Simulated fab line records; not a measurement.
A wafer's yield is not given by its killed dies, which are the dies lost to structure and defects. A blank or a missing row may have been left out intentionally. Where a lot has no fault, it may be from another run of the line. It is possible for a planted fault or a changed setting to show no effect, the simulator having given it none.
Matching of chambers -- flow n5 finfet -- 4 sister chambers for N5_HKMG_FIN_NWFM_ALD_20 on ald metal-02
The step deposits TiAlC, target thk 2 nm, pulse time 3 s, purge time 2 s. 7 wafers are shown with their chamber, then 9 later ones without.

== WAFERS, EACH WITH ITS CHAMBER ==
wafer,chamber,heater power w (W),precursor pulse height rel
L085.3,3,440,0.988
L085.4,0,553,1.013
L088.3,2,396,1.009
L088.6,0,539,0.991
L089.2,1,426,1.014
L089.3,2,391,0.990
L089.6,1,435,0.993

== WAFERS MISSING THEIR CHAMBER ==
wafer,heater power w (W),precursor pulse height rel
L090.3,437,0.942
L090.4,403,1.004
L090.5,388,0.998
L095.2,426,1.016
L095.5,443,0.968
L095.6,397,1.004
L096.2,550,1.012
L096.4,433,1.003
L096.5,383,1.033

== EACH ONE'S CHAMBER ==
wafer,from the rows above,in truth
L090.3,can't be placed: 3 or 1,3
L090.4,2,2
L090.5,2,2
L095.2,can't be placed: 1 or 3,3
L095.5,can't be placed: 3 or 1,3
L095.6,2,2
L096.2,0,0
L096.4,can't be placed: 1 or 3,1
L096.5,2,2
5 of 9 placed correctly. Can't be placed from these rows: 4 (the true chamber is among the candidates in 4). Wrongly placed: 0.
How it was worked out, from the rows above alone: a wafer's distance from a chamber is the root of the sum, over the readings, of the square of ((its reading less the chamber's mean) divided by the reading's scatter). The wafer belongs to the nearest chamber; if the next one is less than 2 further off, it can't be placed. A chamber's mean is the mean of its shown wafers. The scatter is the square root of a quotient: the sum, over the shown wafers, of each reading's squared deviation from its chamber's mean, divided by wafers minus chambers.
